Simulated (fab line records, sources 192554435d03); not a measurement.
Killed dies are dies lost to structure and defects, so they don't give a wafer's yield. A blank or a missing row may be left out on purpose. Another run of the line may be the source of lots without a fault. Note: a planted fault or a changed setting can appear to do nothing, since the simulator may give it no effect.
fab line records ; flow n5Finfet
record: lots: 10; wafers: 28; lastDay: 19
route steps=1938 shown MOL_CONTACT_COAG@617 BEOL_M0_SAQP@643 BEOL_M4@1111 PASSIVATION@1936
lots that met no fault: from a run of the same line without faults
startH: hours from the record's opening day to when the first of the lot's shown wafers began ; waitH: hours from the lot's prior step to this one ; " the same as in the row above ; L1.1+2: a row that stands for several wafers ; - either no value or no given start ; * or withheld: withheld ; < > ~ a bound
route shown NAME@n: NAME is a module with steps in the file, n the number in the route of the first one ; usual: mean/standard deviation of fault-free wafers ; same: alike in all rows ; chamber/n: place in a boat ; sites: each site's reading ; _std_site: standard deviation across them ; _edge_site: inner sites' mean taken away from outer sites' mean ; radiusMm: for every site, how far away it sits from the centre of the wafer ; mask NAME#n: copy n ; behind: the last tool/chamber to shape the wafer ; hold: cause of the lot's hold/its duration in hours/its outcome ; device: names the non-switching transistor (n, p or np) ; end of line: tests of these same wafers at the route's end ; where a step has no rows: the recipe by itself ; killed: dies that structure and defects cost at the first sort, which is not the same as the wafer's yield ; map: a wafer's dies, x killed, . not, _ none there
set.NAME: the setting as run; set.NAME@STEP: as run at that earlier step ; model.NAME: the simulator's own value behind a step, which no gauge read
steps of the route over a sample of lots; a table a step, a row a wafer
services: a tool's chamber out of use, with start hour (startH, from the record's first day; less than 0 if before it), hours out, and reason
== steps ==
step: N5_MOL_CONTACT_COAG_ETCH_48
recipe: chemistry: C4F6/O2; targetDepthA: 150; overetchA: 45; maskMaterial: SOC; target: SiOC; biasW: 465; pressureMtorr: 10; timeS: 17; sourceW: 335; Ar_flow_sccm: 300; C4F6_flow_sccm: 10; O2_flow_sccm: 10; ionEnergyEv: 576
usual: O2_flow_sccm: 10.005/0.028; drypumpMotorCurrentA: 5.6/0.49; oesProductAu: 0.66/0.071; rfVppV: 1612/36; showerheadPlenumPTorr: 2.86/0.099; throttleValvePct: 40.6/0.43
lot.wafer;tool;chamber;startH;waitH;O2_flow_sccm;drypumpMotorCurrentA;oesProductAu;rfHoursCounterH;rfVppV;showerheadPlenumPTorr;throttleValvePct
L498.2;rieDiel-06;1;99.19;0.0;10.035;5.8;0.72;115;1642;2.76;40.8
L498.3;rieDiel-06;3;99.19;0.0;10.010;6.0;0.72;94;1573;2.98;40.9
L498.6;rieDiel-06;1;99.19;0.0;10.010;5.8;0.71;-;1641;2.76;40.8
L503.3;rieDiel-05;2;131.59;0.0;10.007;5.2;0.87;2;1581;3.00;39.7
L503.4;rieDiel-05;0;131.59;0.0;9.930;6.5;0.64;152;1570;2.74;40.6
L503.6;rieDiel-05;2;131.59;0.0;9.985;5.2;0.82;-;1581;3.00;39.7
L504.3;rieDiel-04;0;138.32;0.0;9.999;4.7;0.68;62;1657;2.88;40.7
L504.4;rieDiel-04;3;138.32;0.0;10.006;5.8;0.62;139;1587;2.73;40.7
L504.5;rieDiel-04;0;138.32;0.0;10.027;4.8;0.67;-;1657;2.88;40.7
L507.3;rieDiel-04;0;150.47;0.0;9.981;4.8;0.68;66;1657;2.88;40.7
L507.5;rieDiel-04;0;150.47;0.0;10.000;4.8;0.72;-;1655;2.88;40.7
L507.6;rieDiel-04;1;150.47;0.0;9.994;5.9;0.65;-;1648;2.93;40.2
L509.3;rieDiel-04;1;168.37;0.0;10.007;5.9;0.62;170;1646;2.93;40.2
L509.4;rieDiel-04;1;168.37;0.0;9.968;5.9;0.63;-;1648;2.93;40.2
L509.5;rieDiel-04;0;168.37;0.0;9.990;4.8;0.73;-;1657;2.88;40.7
L512.1;rieDiel-06;0;209.35;0.0;10.026;5.8;0.75;37;1542;3.02;40.5
L512.4;rieDiel-06;2;209.35;0.0;9.955;5.0;0.55;249;1617;2.78;39.8
L512.6;rieDiel-06;2;209.35;0.0;10.017;5.0;0.56;-;1617;2.78;39.8
L517.1;rieDiel-04;0;234.72;0.0;9.986;4.8;0.65;98;1655;2.87;40.7
L517.5;rieDiel-04;3;234.72;0.0;9.940;5.8;0.69;-;1585;2.72;40.8
L517.6;rieDiel-04;1;234.72;0.0;9.955;5.9;0.63;-;1646;2.92;40.3
L515.2;rieDiel-06;1;237.79;0.0;10.001;5.8;0.66;160;1641;2.74;40.8
L515.4;rieDiel-06;0;237.79;0.0;10.016;5.9;0.76;51;1542;3.01;40.5
L515.6;rieDiel-06;2;237.79;0.0;9.967;4.9;0.84;-;1615;2.78;39.9
L520.1;rieDiel-04;2;243.26;0.0;9.982;5.8;0.55;107;1621;2.87;40.9
L520.3;rieDiel-04;0;243.26;0.0;9.986;4.7;0.58;102;1655;2.86;40.7
L521.2;rieDiel-06;1;252.52;0.0;9.981;5.7;0.60;166;1640;2.73;40.8
L521.3;rieDiel-06;2;252.52;0.0;9.972;4.9;0.76;8;1615;2.77;39.8
step: N5_MOL_CONTACT_COAG_STRIP_49
recipe: chemistry: N2/H2; timeS: 30; powerW: 1000; tempC: 250; pressureMtorr: withheld; n2FlowSccm: 1750; h2FlowSccm: 3250
usual: drypumpMotorCurrentA: 6.18/0.2; heaterPowerW: 355/31
lot.wafer;tool;chamber;startH;waitH;drypumpMotorCurrentA;heaterPowerW;rfHoursCounterH
L498.2;plasmaAsher-01;0;99.32;-;6.09;368;38
L498.3;plasmaAsher-01;0;99.32;-;6.11;371;-
L498.6;plasmaAsher-01;1;99.32;-;6.12;351;-
L503.3;plasmaAsher-01;0;131.75;-;6.11;366;-
L503.4;plasmaAsher-01;1;131.75;-;6.14;352;-
L503.6;plasmaAsher-01;1;131.75;-;6.13;349;-
L504.3;plasmaAsher-01;1;138.48;-;6.13;353;-
L504.4;plasmaAsher-01;0;138.48;-;6.12;361;-
L504.5;plasmaAsher-01;0;138.48;-;6.14;360;-
L507.3;plasmaAsher-02;1;150.63;-;6.53;390;-
L507.5;plasmaAsher-02;0;150.63;-;5.98;314;-
L507.6;plasmaAsher-02;1;150.63;-;6.53;393;-
L509.3;plasmaAsher-02;0;168.52;-;5.96;301;-
L509.4;plasmaAsher-02;1;168.52;-;6.55;388;-
L509.5;plasmaAsher-02;1;168.52;-;6.56;401;-
L512.1;plasmaAsher-02;1;209.49;-;6.54;398;118
L512.4;plasmaAsher-02;1;209.49;-;6.54;381;-
L512.6;plasmaAsher-02;1;209.49;-;6.53;382;-
L517.1;plasmaAsher-01;0;234.85;-;6.12;374;64
L517.5;plasmaAsher-01;0;234.85;-;6.13;373;-
L517.6;plasmaAsher-01;1;234.85;-;6.12;350;-
L515.2;plasmaAsher-01;1;237.92;-;6.13;347;65
L515.4;plasmaAsher-01;0;237.92;-;6.13;364;-
L515.6;plasmaAsher-01;0;237.92;-;6.13;378;-
L520.1;plasmaAsher-02;0;243.40;-;5.98;308;129
L520.3;plasmaAsher-02;1;243.40;-;6.55;389;-
L521.2;plasmaAsher-01;0;252.66;-;6.10;371;68
L521.3;plasmaAsher-01;0;252.66;-;6.10;365;-
step: N5_MOL_CONTACT_COAG_CD_MEAS_101
recipe: targetCdNm: 16
usual: cdNm: 16.0/0.33
lot.wafer;tool;chamber;startH;waitH;cdNm
L498.2;cdSem-01;-;99.47;0.0;15.8
L498.3;cdSem-01;-;99.47;0.0;15.3
L498.6;cdSem-01;-;99.47;0.0;16.1
L503.3;cdSem-01;-;131.88;0.0;16.1
L503.4;cdSem-01;-;131.88;0.0;16.4
L503.6;cdSem-01;-;131.88;0.0;16.7
L504.3;cdSem-01;-;138.61;0.0;15.8
L504.4;cdSem-01;-;138.61;0.0;16.2
L504.5;cdSem-01;-;138.61;0.0;15.8
L507.3;cdSem-03;-;150.76;0.0;15.3
L507.5;cdSem-03;-;150.76;0.0;16.0
L507.6;cdSem-03;-;150.76;0.0;15.6
L509.3;cdSem-02;-;168.65;0.0;15.9
L509.4;cdSem-02;-;168.65;0.0;16.1
L509.5;cdSem-02;-;168.65;0.0;16.1
L512.1;cdSem-02;-;209.63;0.0;16.4
L512.4;cdSem-02;-;209.63;0.0;16.3
L512.6;cdSem-02;-;209.63;0.0;16.0
L517.1;cdSem-02;-;235.00;0.0;16.1
L517.5;cdSem-02;-;235.00;0.0;16.1
L517.6;cdSem-02;-;235.00;0.0;15.9
L515.2;cdSem-01;-;238.07;0.0;15.8
L515.4;cdSem-01;-;238.07;0.0;16.3
L515.6;cdSem-01;-;238.07;0.0;16.0
L520.1;cdSem-01;-;243.55;0.0;16.0
L520.3;cdSem-01;-;243.55;0.0;16.1
L521.2;cdSem-03;-;252.81;0.0;15.2
L521.3;cdSem-03;-;252.81;0.0;16.9
step: N5_BEOL_M0_SAQP_COAT_08
recipe: resist: CAR-ArF; spinRpm: 1500; resistThkNm: 90
usual: spinSpeedRpm: 1499.8/1
lot.wafer;tool;chamber;startH;waitH;spinSpeedRpm
L498.2;lithoTrack-03;0;105.70;-;1499.4
L498.3;lithoTrack-03;0;105.70;-;1500.2
L498.6;lithoTrack-03;0;105.70;-;1500.0
L503.3;lithoTrack-03;0;137.07;-;1498.8
L503.4;lithoTrack-03;0;137.07;-;1498.9
L503.6;lithoTrack-03;0;137.07;-;1499.3
L504.3;lithoTrack-03;0;144.25;-;1501.5
L504.4;lithoTrack-03;0;144.25;-;1500.6
L504.5;lithoTrack-03;0;144.25;-;1500.4
L507.3;lithoTrack-03;0;156.87;-;1499.1
L507.5;lithoTrack-03;0;156.87;-;1501.5
L507.6;lithoTrack-03;0;156.87;-;1498.9
L509.3;lithoTrack-03;0;176.09;-;1500.2
L509.4;lithoTrack-03;0;176.09;-;1499.3
L509.5;lithoTrack-03;0;176.09;-;1499.7
L512.1;lithoTrack-03;0;217.26;-;1500.1
L512.4;lithoTrack-03;0;217.26;-;1500.0
L512.6;lithoTrack-03;0;217.26;-;1499.9
L517.1;lithoTrack-03;0;240.00;-;1203.4
L517.5;lithoTrack-03;0;240.00;-;1203.4
L517.6;lithoTrack-03;0;240.00;-;1202.0
L515.2;lithoTrack-03;0;243.64;-;1205.5
L515.4;lithoTrack-03;0;243.64;-;1203.6
L515.6;lithoTrack-03;0;243.64;-;1204.8
L520.1;lithoTrack-05;0;248.89;-;1499.6
L520.3;lithoTrack-05;0;248.89;-;1500.8
L521.2;lithoTrack-05;0;257.80;-;1498.9
L521.3;lithoTrack-05;0;257.80;-;1499.9
step: N5_BEOL_M4_RC_MEAS_101
usual: DIBL_N: 37.2/2.1; DIBL_P: 37.3/2.3; IOFF_N: 0.18/0.041; IOFF_P: 0.24/0.042; ION_N: 680/13; ION_P: 466/7.7; SS_N: 71.8/0.68; SS_P: 73.5/0.66; VT_N: 249/3.6; VT_P: -248/3.4
lot.wafer;tool;chamber;startH;waitH;DIBL_N[mV/V];DIBL_P[mV/V];IOFF_N[nA/um];IOFF_P[nA/um];ION_N[uA/um];ION_P[uA/um];SS_N[mV/dec];SS_P[mV/dec];VT_N[mV];VT_P[mV]
L498.2;prober-02;0;176.10;0.2;36.9;36.3;0.16;0.22;673;467;71.0;72.9;248;-250
L498.3;prober-02;0;176.10;0.2;36.9;36.9;0.16;0.22;670;467;71.6;73.0;247;-248
L498.6;prober-02;0;176.10;0.2;37.2;37.8;0.18;0.23;678;466;71.7;73.3;249;-248
L503.3;prober-02;0;205.13;0.3;39.4;39.2;0.25;0.30;694;472;72.9;73.9;243;-246
L503.4;prober-02;0;205.13;0.3;35.0;33.6;0.14;0.21;656;460;71.2;72.8;252;-249
L503.6;prober-02;0;205.13;0.3;35.1;34.5;0.15;0.23;679;471;70.9;73.0;248;-248
L504.3;prober-02;0;210.05;0.3;34.4;33.7;0.13;0.19;676;468;71.2;73.0;254;-252
L504.4;prober-02;0;210.05;0.3;35.4;35.4;0.14;0.21;668;460;71.7;72.4;252;-248
L504.5;prober-02;0;210.05;0.3;35.9;35.8;0.15;0.22;673;464;71.1;73.9;248;-246
L507.3;prober-02;0;228.33;0.3;35.3;36.0;0.16;0.26;686;475;72.0;73.8;249;-244
L507.5;prober-02;0;228.33;0.3;33.3;34.3;0.13;0.22;670;473;70.9;73.4;250;-246
L507.6;prober-02;0;228.33;0.3;36.0;36.6;0.18;0.28;686;477;71.9;73.5;249;-240
L509.3;prober-01;0;229.52;0.5;42.0;39.8;0.26;0.28;686;462;72.7;74.2;242;-247
L509.4;prober-01;0;229.52;0.5;39.3;37.0;0.19;0.23;676;457;72.1;74.4;249;-248
L509.5;prober-01;0;229.52;0.5;40.1;38.6;0.23;0.26;709;480;72.5;74.3;243;-243
L512.1;prober-01;0;268.92;0.0;37.5;36.8;0.17;0.22;677;468;71.5;73.2;249;-246
L512.4;prober-01;0;268.92;0.0;39.4;39.0;0.21;0.24;681;469;72.1;74.9;248;-247
L512.6;prober-01;0;268.92;0.0;38.5;37.9;0.18;0.23;678;466;72.5;73.8;247;-247
L515.2;prober-01;0;305.43;0.2;39.4;40.3;0.22;0.30;684;479;73.5;74.3;247;-246
L515.4;prober-01;0;305.43;0.2;39.5;40.7;0.21;0.31;675;470;72.4;74.2;250;-244
L515.6;prober-01;0;305.43;0.2;35.9;37.1;0.16;0.23;677;469;70.9;73.5;249;-247
L517.1;prober-01;0;308.36;0.4;37.3;36.5;0.15;0.20;673;461;71.4;73.8;254;-255
L517.5;prober-01;0;308.36;0.4;39.4;38.5;0.18;0.23;673;456;72.3;74.2;254;-252
L517.6;prober-01;0;308.36;0.4;35.9;35.1;0.13;0.18;668;458;70.6;73.4;256;-254
L520.1;prober-01;0;332.36;0.0;33.0;34.6;0.12;0.19;675;472;70.5;72.3;250;-252
L520.3;prober-01;0;332.36;0.0;34.9;36.7;0.14;0.23;666;466;71.6;72.7;252;-248
L521.2;prober-02;0;336.04;0.2;37.5;36.9;0.18;0.25;675;466;72.0;73.6;251;-249
L521.3;prober-02;0;336.04;0.2;38.1;37.8;0.20;0.27;677;463;72.2;74.2;248;-245
step: N5_PASSIVATION_PROBE_49
usual: defectLimitedYield: 91.0/1.6; killed_at_M0_to_M3: 35/11; killed_at_M4_up: 14/5.3; killedAtContacts: 13/6.7; killedAtFrontEnd: 41/12; killedAtOther: 3.9/2.7; killedDies: 106/19; killedOpen: 70/14; killedShort: 35/8.8; sort_bin_5_function: 5.3/1; sort_bin_6_memory: 3.3/0.81; sortNPass: 1073/19; sortYieldPct: 91.0/1.6
same: grossDies: 1180; killedAtBackSide: 0; sort_bin_4_leakage[%]: 0; sort_bin_8_speed[%]: 0
lot.wafer;tool;chamber;startH;waitH;defectLimitedYield[%];killed_at_M0_to_M3;killed_at_M4_up;killedAtContacts;killedAtFrontEnd;killedAtOther;killedDies;killedOpen;killedShort;sort_bin_5_function[%];sort_bin_6_memory[%];sortNPass;sortYieldPct[%]
L498.2;prober-02;-;294.85;0.1;91.1;32;24;14;30;5;105;78;21;5.3;3.1;1075;91.1
L498.3;prober-02;-;294.90;0.1;90.6;29;22;12;45;3;111;78;28;4.8;4.2;1069;90.6
L498.6;prober-02;-;295.05;0.3;92.8;28;13;16;26;2;85;59;21;4.2;2.7;1095;92.8
L503.3;prober-02;-;319.75;0.1;92.1;47;9;14;22;1;93;65;28;5.3;2.5;1087;92.1
L503.4;prober-02;-;319.80;0.2;90.4;53;6;23;26;5;113;87;22;4.8;4.3;1067;90.4
L503.6;prober-02;-;319.90;0.3;92.1;44;11;5;33;0;93;51;42;4.2;3.3;1087;92.1
L504.3;prober-01;-;324.08;0.1;91.7;37;16;7;37;1;98;72;26;5.0;3.1;1082;91.7
L504.4;prober-01;-;324.13;0.2;92.1;35;12;6;38;2;93;58;34;5.0;2.6;1087;92.1
L504.5;prober-01;-;324.18;0.2;89.7;34;22;6;55;4;121;86;34;6.4;3.6;1059;89.7
L507.3;prober-01;-;335.41;0.1;91.9;15;20;11;40;9;95;63;31;5.0;2.9;1085;91.9
L507.5;prober-01;-;335.51;0.2;91.6;11;27;7;48;6;99;63;34;5.6;2.4;1081;91.6
L507.6;prober-01;-;335.56;0.3;92.9;21;20;6;33;4;84;46;37;5.2;1.9;1096;92.9
L509.3;prober-01;-;343.85;0.1;92.6;34;9;9;30;5;87;58;20;4.6;2.2;1093;92.6
L509.4;prober-01;-;343.90;0.2;91.4;41;17;8;28;8;102;68;33;5.5;2.9;1078;91.4
L509.5;prober-01;-;343.95;0.2;90.4;37;13;15;39;9;113;72;37;6.4;3.0;1067;90.4
L512.1;prober-02;-;370.64;0.0;92.5;31;8;4;40;5;88;48;36;4.2;2.7;1092;92.5
L512.4;prober-02;-;370.79;0.2;90.2;38;15;20;38;5;116;82;33;5.9;3.5;1064;90.2
L512.6;prober-02;-;370.89;0.3;89.9;37;11;8;53;10;119;78;39;5.8;3.6;1061;89.9
L515.2;prober-02;-;409.00;0.1;87.6;59;10;15;62;0;146;96;49;6.7;5.3;1034;87.6
L515.4;prober-02;-;409.10;0.2;89.2;37;11;8;70;2;128;75;52;5.8;3.7;1052;89.2
L515.6;prober-02;-;409.20;0.3;89.8;39;10;16;48;7;120;79;41;6.0;3.7;1060;89.8
L517.1;prober-01;-;422.78;0.0;91.0;53;4;3;43;3;106;77;28;5.2;3.1;1074;91.0
L517.5;prober-01;-;422.98;0.2;90.7;40;11;5;52;2;110;77;33;5.3;3.6;1070;90.7
L517.6;prober-01;-;423.03;0.3;91.4;55;11;4;27;5;102;73;29;5.3;3.0;1078;91.4
L520.1;prober-01;-;450.01;0.0;89.0;30;14;28;51;7;130;88;42;7.3;3.3;1050;89.0
L520.3;prober-01;-;450.11;0.1;90.6;40;6;15;46;4;111;67;36;5.2;3.4;1069;90.6
L521.2;prober-01;-;450.36;0.4;90.5;36;13;13;44;6;112;72;39;5.4;3.9;1068;90.5
L521.3;prober-01;-;450.41;0.4;91.9;25;7;18;43;2;95;68;27;4.5;3.3;1085;91.9
killed by level:class
L498.2 BEOL_M2:geometricParticle:open=15 MOL_CONTACT_COAG:geometricParticle:open=12 BEOL_M4:geometricParticle:open=9 FIN_SAQP:geometricParticle:open=7 BEOL_M0_SAQP:geometricParticle:open=7 STARTING-WAFER:geometricParticle:open=7 BEOL_M0_SAQP:geometricParticle:short=4 BEOL_M5:geometricParticle:open=4
L498.3 MOL_CONTACT_COAG:geometricParticle:open=12 FIN_SAQP:geometricParticle:open=11 STI_FIN_REVEAL:geometricParticle:open=10 BEOL_M4:geometricParticle:open=10 BEOL_M2:geometricParticle:open=9 BEOL_M0_SAQP:geometricParticle:short=7 BEOL_M0_SAQP:geometricParticle:open=6 FIN_SAQP:geometricParticle:short=5
L498.6 MOL_CONTACT_COAG:geometricParticle:open=11 BEOL_M0_SAQP:geometricParticle:open=10 FIN_SAQP:geometricParticle:open=6 BEOL_M1:geometricParticle:open=6 FIN_SAQP:geometricParticle:short=5 STI_FIN_REVEAL:geometricParticle:open=5 MOL_CONTACT_COAG:geometricParticle:short=5 BEOL_M5:geometricParticle:open=3
L503.3 MOL_CONTACT_COAG:geometricParticle:open=12 BEOL_M0_SAQP:geometricParticle:open=9 BEOL_M1:geometricParticle:short=9 BEOL_M1:geometricParticle:open=7 BEOL_M3:geometricParticle:open=7 BEOL_M0_SAQP:geometricParticle:short=6 SDB:geometricParticle:open=4 BEOL_M0:geometricParticle:open=4
L503.4 MOL_CONTACT_COAG:geometricParticle:open=23 BEOL_M3:geometricParticle:open=16 BEOL_M0_SAQP:geometricParticle:open=10 BEOL_M0_SAQP:geometricParticle:short=8 BEOL_M1:geometricParticle:open=7 FIN_SAQP:geometricParticle:open=6 BEOL_M3:geometricParticle:short=6 BEOL_M0:geometricParticle:open=4
L503.6 BEOL_M0_SAQP:geometricParticle:short=10 FIN_SAQP:geometricParticle:open=8 BEOL_M0_SAQP:geometricParticle:open=7 FIN_SAQP:geometricParticle:short=6 BEOL_M3:geometricParticle:open=6 DUMMY_GATE:geometricParticle:open=5 BEOL_M1:geometricParticle:open=5 BEOL_M3:geometricParticle:short=4
L504.3 STI_FIN_REVEAL:geometricParticle:open=17 BEOL_M0_SAQP:geometricParticle:open=13 BEOL_M2:geometricParticle:open=11 BEOL_M5:geometricParticle:open=10 BEOL_M0_SAQP:geometricParticle:short=6 STI_FIN_REVEAL:geometricParticle:short=4 MOL_CONTACT_COAG:geometricParticle:open=4 FIN_SAQP:geometricParticle:short=3
L504.4 BEOL_M3:geometricParticle:open=14 STI_FIN_REVEAL:geometricParticle:open=10 FIN_SAQP:geometricParticle:open=8 BEOL_M0_SAQP:geometricParticle:short=8 FIN_SAQP:geometricParticle:short=7 MOL_CONTACT_COAG:geometricParticle:open=6 BEOL_M3:geometricParticle:short=4 BEOL_M5:geometricParticle:open=4
L504.5 STI_FIN_REVEAL:geometricParticle:open=21 BEOL_M5:geometricParticle:open=12 BEOL_M2:geometricParticle:open=10 BEOL_M0_SAQP:geometricParticle:short=9 BEOL_M1:geometricParticle:open=7 BEOL_M0_SAQP:geometricParticle:open=6 STI_FIN_REVEAL:geometricParticle:short=5 MOL_CONTACT_COAG:geometricParticle:open=5
L507.3 STI_FIN_REVEAL:geometricParticle:open=16 MOL_CONTACT_COAG:geometricParticle:open=9 FIN_SAQP:geometricParticle:open=7 BEOL_M0_SAQP:geometricParticle:short=7 BEOL_M4:geometricParticle:open=5 BEOL_M4:geometricParticle:short=5 FIN_SAQP:geometricParticle:short=4 GATE_CUT:geometricParticle:short=4
L507.5 BEOL_M4:geometricParticle:open=17 STI_FIN_REVEAL:geometricParticle:open=13 FIN_SAQP:geometricParticle:open=8 BEOL_M4:geometricParticle:short=7 MOL_CONTACT_COAG:geometricParticle:open=6 FIN_SAQP:geometricParticle:short=5 BEOL_M0_SAQP:geometricParticle:short=5 GATE_CUT:geometricParticle:open=4
L507.6 BEOL_M0_SAQP:geometricParticle:short=11 BEOL_M4:geometricParticle:open=8 FIN_SAQP:geometricParticle:short=6 STI_FIN_REVEAL:geometricParticle:open=6 FIN_SAQP:geometricParticle:open=5 BEOL_M0_SAQP:geometricParticle:open=5 GATE_CUT:geometricParticle:short=4 MOL_CONTACT_COAG:geometricParticle:open=4
L509.3 STI_FIN_REVEAL:geometricParticle:open=9 BEOL_M0_SAQP:geometricParticle:open=9 MOL_CONTACT_COAG:geometricParticle:open=7 BEOL_M1:geometricParticle:open=7 BEOL_M2:geometricParticle:open=5 BEOL_M3:geometricParticle:open=5 HKMG_FIN:areaEtch=5 BEOL_M0_SAQP:geometricParticle:short=4
L509.4 BEOL_M3:geometricParticle:open=13 BEOL_M4:geometricParticle:open=10 BEOL_M1:geometricParticle:open=8 DUMMY_GATE:geometricParticle:open=6 MOL_CONTACT_COAG:geometricParticle:open=6 BEOL_M2:geometricParticle:open=6 BEOL_M2:geometricParticle:short=5 BEOL_M3:geometricParticle:short=4
L509.5 MOL_CONTACT_COAG:geometricParticle:open=14 FIN_SAQP:geometricParticle:short=12 BEOL_M1:geometricParticle:open=10 BEOL_M2:geometricParticle:open=10 FIN_SAQP:geometricParticle:open=9 BEOL_M4:geometricParticle:open=6 BEOL_M3:geometricParticle:open=5 STARTING-WAFER:geometricParticle:short=5
L512.1 BEOL_M0_SAQP:geometricParticle:short=8 STI_FIN_REVEAL:geometricParticle:open=7 FIN_SAQP:geometricParticle:short=6 STI_FIN_REVEAL:geometricParticle:short=6 BEOL_M0_SAQP:geometricParticle:open=6 BEOL_M2:geometricParticle:open=6 FIN_SAQP:geometricParticle:open=4 BEOL_M0:geometricParticle:open=4
L512.4 MOL_CONTACT_COAG:geometricParticle:open=15 STI_FIN_REVEAL:geometricParticle:open=10 BEOL_M2:geometricParticle:open=10 BEOL_M1:geometricParticle:open=9 FIN_SAQP:geometricParticle:short=8 FIN_SAQP:geometricParticle:open=7 BEOL_M4:geometricParticle:open=7 MOL_CONTACT_COAG:geometricParticle:short=5
L512.6 FIN_SAQP:geometricParticle:open=18 BEOL_M0_SAQP:geometricParticle:open=15 STI_FIN_REVEAL:geometricParticle:open=15 BEOL_M0_SAQP:geometricParticle:short=11 MOL_CONTACT_COAG:geometricParticle:open=7 FIN_SAQP:geometricParticle:short=6 BEOL_M4:geometricParticle:open=5 MIM_BOT:geometricParticle:short=5
L515.2 STI_FIN_REVEAL:geometricParticle:open=22 BEOL_M0_SAQP:geometricParticle:short=16 BEOL_M0_SAQP:geometricParticle:open=13 FIN_SAQP:geometricParticle:open=11 BEOL_M1:geometricParticle:open=10 FIN_SAQP:geometricParticle:short=9 MOL_CONTACT_COAG:geometricParticle:open=9 BEOL_M2:geometricParticle:open=8
L515.4 FIN_SAQP:geometricParticle:short=22 STI_FIN_REVEAL:geometricParticle:open=19 FIN_SAQP:geometricParticle:open=9 BEOL_M0_SAQP:geometricParticle:open=9 BEOL_M0_SAQP:geometricParticle:short=9 BEOL_M2:geometricParticle:open=6 MOL_CONTACT_COAG:geometricParticle:open=5 BEOL_M3:geometricParticle:open=5
L515.6 FIN_SAQP:geometricParticle:open=14 MOL_CONTACT_COAG:geometricParticle:open=14 BEOL_M0_SAQP:geometricParticle:short=11 BEOL_M0_SAQP:geometricParticle:open=10 FIN_SAQP:geometricParticle:short=8 BEOL_M1:geometricParticle:open=7 STI_FIN_REVEAL:geometricParticle:open=6 DUMMY_GATE:geometricParticle:open=6
L517.1 STI_FIN_REVEAL:geometricParticle:open=16 BEOL_M3:geometricParticle:open=12 BEOL_M0_SAQP:geometricParticle:open=11 BEOL_M1:geometricParticle:open=8 BEOL_M2:geometricParticle:open=8 FIN_SAQP:geometricParticle:open=6 BEOL_M0_SAQP:geometricParticle:short=6 GATE_CUT:geometricParticle:short=5
L517.5 STI_FIN_REVEAL:geometricParticle:open=16 BEOL_M0_SAQP:geometricParticle:open=11 BEOL_M0_SAQP:geometricParticle:short=10 BEOL_M2:geometricParticle:open=9 GATE_CUT:geometricParticle:short=7 DUMMY_GATE:geometricParticle:short=5 DUMMY_GATE:geometricParticle:open=5 BEOL_M3:geometricParticle:open=5
L517.6 BEOL_M2:geometricParticle:open=18 STI_FIN_REVEAL:geometricParticle:open=10 BEOL_M1:geometricParticle:open=8 BEOL_M0_SAQP:geometricParticle:short=6 BEOL_M0_SAQP:geometricParticle:open=5 BEOL_M1:geometricParticle:short=5 DUMMY_GATE:geometricParticle:open=4 BEOL_M0:geometricParticle:open=4
L520.1 MOL_CONTACT_COAG:geometricParticle:open=24 STI_FIN_REVEAL:geometricParticle:open=15 GATE_CUT:geometricParticle:short=8 BEOL_M3:geometricParticle:open=6 FIN_SAQP:geometricParticle:short=5 BEOL_M2:geometricParticle:open=5 BEOL_M0_SAQP:geometricParticle:open=5 BEOL_M1:geometricParticle:open=5
L520.3 BEOL_M0_SAQP:geometricParticle:short=13 STI_FIN_REVEAL:geometricParticle:open=12 MOL_CONTACT_COAG:geometricParticle:open=12 BEOL_M0_SAQP:geometricParticle:open=11 BEOL_M2:geometricParticle:open=7 HKMG_FIN:areaEtch=6 STI_FIN_REVEAL:geometricParticle:short=5 DUMMY_GATE:geometricParticle:open=5
L521.2 FIN_SAQP:geometricParticle:short=13 FIN_SAQP:geometricParticle:open=12 MOL_CONTACT_COAG:geometricParticle:open=10 BEOL_M1:geometricParticle:short=6 BEOL_M1:geometricParticle:open=6 STI_FIN_REVEAL:geometricParticle:open=5 BEOL_M3:geometricParticle:open=5 BEOL_M0_SAQP:geometricParticle:open=5
L521.3 MOL_CONTACT_COAG:geometricParticle:open=15 FIN_SAQP:geometricParticle:open=14 STI_FIN_REVEAL:geometricParticle:open=8 BEOL_M1:geometricParticle:open=7 BEOL_M1:geometricParticle:short=4 GATE_CUT:geometricParticle:short=4 BEOL_M3:geometricParticle:open=4 STI_FIN_REVEAL:geometricParticle:short=3
== services ==
tool;chamber;startH;hours;kind
plasmaAsher-02;-;81.42;2.8;pm
rieDiel-05;2;89.97;4.8;repair
rieDiel-05;2;95.16;-;clean
rieDiel-05;2;95.16;-;consumableReplace:focusRing
rieDiel-05;2;95.16;-;consumableReplace:showerhead
rieDiel-05;2;95.16;32.9;scheduledDown
rieDiel-05;2;95.16;32.9;ventCycle
rieDiel-04;1;106.99;5.1;repair
rieDiel-05;0;147.50;7.9;repair
rieDiel-04;2;158.73;9.8;repair
lithoTrack-05;-;162.81;-;consumableReplace:filter
plasmaAsher-01;-;163.39;2.4;repair
rieDiel-05;1;182.10;-;clean
rieDiel-05;1;182.10;-;consumableReplace:focusRing
rieDiel-05;2;186.93;18.4;repair
rieDiel-06;1;194.90;14.0;repair
rieDiel-06;2;211.29;-;clean
rieDiel-06;2;211.29;-;consumableReplace:focusRing
rieDiel-06;2;211.29;18.5;scheduledDown
rieDiel-06;2;211.29;18.5;ventCycle
lithoTrack-05;-;215.74;-;consumableReplace:filter
rieDiel-04;2;221.50;5.6;repair
rieDiel-04;2;227.60;7.5;repair
rieDiel-04;-;246.59;4.3;pm
== key ==
firstSign: step: N5_BEOL_M0_SAQP_COAT_08; reading: spinSpeedRpm; direction: down; sigmas: 99+; usual: *; struck: *
effect none on later readings
metAt N5_BEOL_M0_SAQP_COAT_08
struckLots L515,L517
notActingAt N5_MOL_CONTACT_COAG_ETCH_48,N5_MOL_CONTACT_COAG_STRIP_49,N5_MOL_CONTACT_COAG_CD_MEAS_101
onsetBetween 217.26 240.00
fault: kind: processParameterDrift; tool: lithoTrack-03; chamber: -; onsetH: 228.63; steps: N5_BEOL_M0_SAQP_COAT_08; channel: spinRpm; offset: *; shape: step; endH: 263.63; actsIn: *; stated: *
